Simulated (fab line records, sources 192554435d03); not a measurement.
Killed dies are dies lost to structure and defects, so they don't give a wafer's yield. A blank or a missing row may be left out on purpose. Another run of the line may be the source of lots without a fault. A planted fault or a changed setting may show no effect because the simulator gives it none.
Split-lot trial	flow n5Finfet	39 wafers read from 7 lots, route of 1938 steps

## THE SPLIT
At N5_SD_EPI_N_ETCH_16 (etches SiO2 in CHF3/O2, target depth 5 nm), the setting targetDepthA was moved away from the recipe's 50 angstrom on 15 of the 39 wafers read, by -43.5% to +20.4%. This setting was run at the recipe's value on the other wafers.

The split's own step is where the reading is taken.

## THE READING
SiARC_of_SD_EPI_N_COAT_33.thkNm (the simulator's own value, which no gauge read), in nm, at N5_SD_EPI_N_ETCH_16 (etches SiO2 in CHF3/O2, target depth 5 nm). There is no usual value for it anywhere in the file. The 24 wafers here that ran the recipe average 12.3 nm, standard deviation 0.4 nm.

wafer	tool, chamber at the split	targetDepthA as run, angstrom	against the recipe	SiARC_of_SD_EPI_N_COAT_33.thkNm, nm	against lot-mates on the recipe
L075.1	rieDiel-05, 0	33.39	-33.2%	14	+1.5
L075.2	rieDiel-05, 1	50	recipe	12.4	-
L075.3	rieDiel-05, 3	50	recipe	12.8	-
L075.4	rieDiel-05, 2	33.39	-33.2%	14.2	+1.7
L075.5	rieDiel-05, 0	33.39	-33.2%	14	+1.5
L075.6	rieDiel-05, 1	50	recipe	12.2	-
L078.1	rieDiel-02, 1	50	recipe	12.2	-
L078.4	rieDiel-02, 0	50	recipe	12	-
L078.5	rieDiel-02, 1	50	recipe	12.4	-
L082.1	rieDiel-06, 2	58.95	+17.9%	12	-0.2
L082.2	rieDiel-06, 0	50	recipe	12.8	-
L082.3	rieDiel-06, 3	50	recipe	11.8	-
L082.4	rieDiel-06, 3	50	recipe	12	-
L082.5	rieDiel-06, 0	58.95	+17.9%	12.2	+0.0
L082.6	rieDiel-06, 2	58.95	+17.9%	12	-0.2
L083.1	rieDiel-05, 2	39.71	-20.6%	13.8	+1.5
L083.2	rieDiel-05, 3	39.71	-20.6%	13.4	+1.1
L083.3	rieDiel-05, 1	50	recipe	12.2	-
L083.4	rieDiel-05, 3	50	recipe	12.6	-
L083.5	rieDiel-05, 1	50	recipe	12	-
L083.6	rieDiel-05, 2	39.71	-20.6%	13.8	+1.5
L084.1	rieDiel-02, 2	50	recipe	12.8	-
L084.2	rieDiel-02, 0	50	recipe	12.2	-
L084.3	rieDiel-02, 3	50	recipe	13	-
L084.4	rieDiel-02, 1	50	recipe	12.4	-
L084.5	rieDiel-02, 3	50	recipe	13	-
L084.6	rieDiel-02, 0	50	recipe	12.4	-
L086.1	rieDiel-05, 0	60.2	+20.4%	11.2	-1.2
L086.2	rieDiel-05, 3	60.2	+20.4%	12.2	-0.2
L086.3	rieDiel-05, 1	50	recipe	12.2	-
L086.4	rieDiel-05, 3	50	recipe	13	-
L086.5	rieDiel-05, 1	50	recipe	12	-
L086.6	rieDiel-05, 0	60.2	+20.4%	11.2	-1.2
L089.1	rieDiel-06, 3	50	recipe	11.6	-
L089.2	rieDiel-06, 0	50	recipe	12.6	-
L089.3	rieDiel-06, 1	28.25	-43.5%	14	+2.0
L089.4	rieDiel-06, 1	28.25	-43.5%	14	+2.0
L089.5	rieDiel-06, 3	50	recipe	11.8	-
L089.6	rieDiel-06, 0	28.25	-43.5%	14.2	+2.2

THE FIT
A straight line over all 39 wafers: SiARC_of_SD_EPI_N_COAT_33.thkNm changes by -0.0422 nm for each +1% of targetDepthA; r = -0.88; the points scatter about the line by 0.4 nm.
The same after taking each lot's own level away (the mean of its wafers on the recipe; 39 wafers): -0.0446 nm for each +1%; r = -0.90; scatter 0.38 nm.
On that fit, the largest move of targetDepthA shifts the reading by 1.9 nm.
The lots' own levels span 12.00 to 12.63 nm, that is 1.6 times the standard deviation above.
So the lot-to-lot level changes the slope little: the two slopes agree.
Check: with one of the wafers moved furthest among these (-43.5%) left out of the fit, the line predicts +2.06 nm for it against its lot-mates. It came out at +2 nm against them.

## THESE WAFERS: OTHER SPLITS
These wafers also went through other splits before the reading. Each is held against what the fit with the lots' levels taken away leaves over:
other split on the same wafers	wafers away from the commonest value	r with SiARC_of_SD_EPI_N_COAT_33.thkNm (lot level and that fit taken away)
N5_ZERO_LAYER_DEVELOP_10 developTimeS	12	+0.04
N5_FIN_SAQP_ETCH_65 timeS	12	+0.15

## THE WHOLE CHAIN: every reading that the file lists as answering this split, in the file's order
step	what it does	reading	change (the file's fit)	r (the file's)
N5_SD_EPI_N_ETCH_16	etches SiO2 in CHF3/O2, target depth 5 nm	etch.depthNm (the simulator's own value, which no gauge read)	+0.051 nm for each +1% of the setting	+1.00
N5_SD_EPI_N_ETCH_16	etches SiO2 in CHF3/O2, target depth 5 nm	SiARC_of_SD_EPI_N_COAT_33.thkNm (the simulator's own value, which no gauge read)	-0.0462 nm for each +1% of the setting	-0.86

## FILE'S OWN FIT
SiARC_of_SD_EPI_N_COAT_33.thkNm changes by -0.0462 nm for each +1% of targetDepthA, r = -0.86.
